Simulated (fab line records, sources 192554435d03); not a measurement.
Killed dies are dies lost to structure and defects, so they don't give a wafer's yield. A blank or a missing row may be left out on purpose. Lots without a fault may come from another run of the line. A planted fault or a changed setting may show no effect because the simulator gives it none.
Chamber matching | flow n5_finfet | N5_MIM_BOT_ETCH_ETCH_04 on rie_diel-05: 4 sister chambers
The step etches SiNx in CF4/O2, target depth 26 nm, time 13 s. 14 wafers are shown with their chamber, then 7 later ones without.

WAFERS WITH THEIR CHAMBER
wafer  | chamber | drypump_motor_current_A (A) | throttle_valve_pct (%) | showerhead_plenum_p_Torr (Torr)
L075.4 | 1       | 5.8                         | 15.95                  | 2.13
L075.5 | 1       | 5.8                         | 15.94                  | 2.13
L075.6 | 2       | 6.7                         | 16.46                  | 2.17
L078.2 | 3       | 5.0                         | 15.99                  | 2.17
L078.3 | 0       | 5.1                         | 15.94                  | 2.15
L078.4 | 2       | 6.7                         | 16.48                  | 2.17
L079.1 | 0       | 5.1                         | 15.95                  | 2.15
L079.2 | 3       | 5.0                         | 16.00                  | 2.17
L079.6 | 0       | 5.1                         | 15.95                  | 2.15
L081.1 | 2       | 6.7                         | 16.47                  | 2.16
L081.3 | 0       | 5.0                         | 15.96                  | 2.15
L081.6 | 3       | 5.0                         | 15.99                  | 2.17
L089.1 | 1       | 5.8                         | 15.99                  | 2.13
L089.2 | 2       | 6.7                         | 16.49                  | 2.16

SIGNATURES (means of the wafers above)
reading                  | chamber 0 | chamber 1 | chamber 2 | chamber 3 | scatter within a chamber
drypump_motor_current_A  | 5.075     | 5.800     | 6.700     | 5.000     | 0.0274
throttle_valve_pct       | 15.9500   | 15.9600   | 16.4750   | 15.9933   | 0.0147
showerhead_plenum_p_Torr | 2.1500    | 2.1300    | 2.1650    | 2.1700    | 0.00316
Rule: a wafer's distance from a chamber is the root of the sum, over the readings, of the square of ((its reading less the chamber's mean) divided by the reading's scatter). The wafer belongs to the nearest chamber; if the next one is less than 2 further off, it can't be placed. The scatter: the root of (the sum of the squares of (reading less its chamber's mean) over the shown wafers, divided by (wafers less chambers)).

WAFERS WITHOUT THEIR CHAMBER
wafer  | drypump_motor_current_A (A) | throttle_valve_pct (%) | showerhead_plenum_p_Torr (Torr)
L089.3 | 5.1                         | 15.97                  | 2.15
L095.2 | 5.1                         | 16.00                  | 2.14
L095.5 | 5.8                         | 16.00                  | 2.12
L095.6 | 5.0                         | 16.06                  | 2.16
L094.3 | 5.0                         | 16.06                  | 2.16
L094.4 | 5.8                         | 16.02                  | 2.12
L094.6 | 5.1                         | 16.01                  | 2.14

WHICH CHAMBER EACH WENT THROUGH
wafer  | from the rows above | in truth
L089.3 | 0                   | 0
L095.2 | 0                   | 0
L095.5 | 1                   | 1
L095.6 | 3                   | 3
L094.3 | 3                   | 3
L094.4 | 1                   | 1
L094.6 | 0                   | 0
Placed correctly: 7 of 7. Can't be placed from these rows: 0. Placed wrongly: 0.
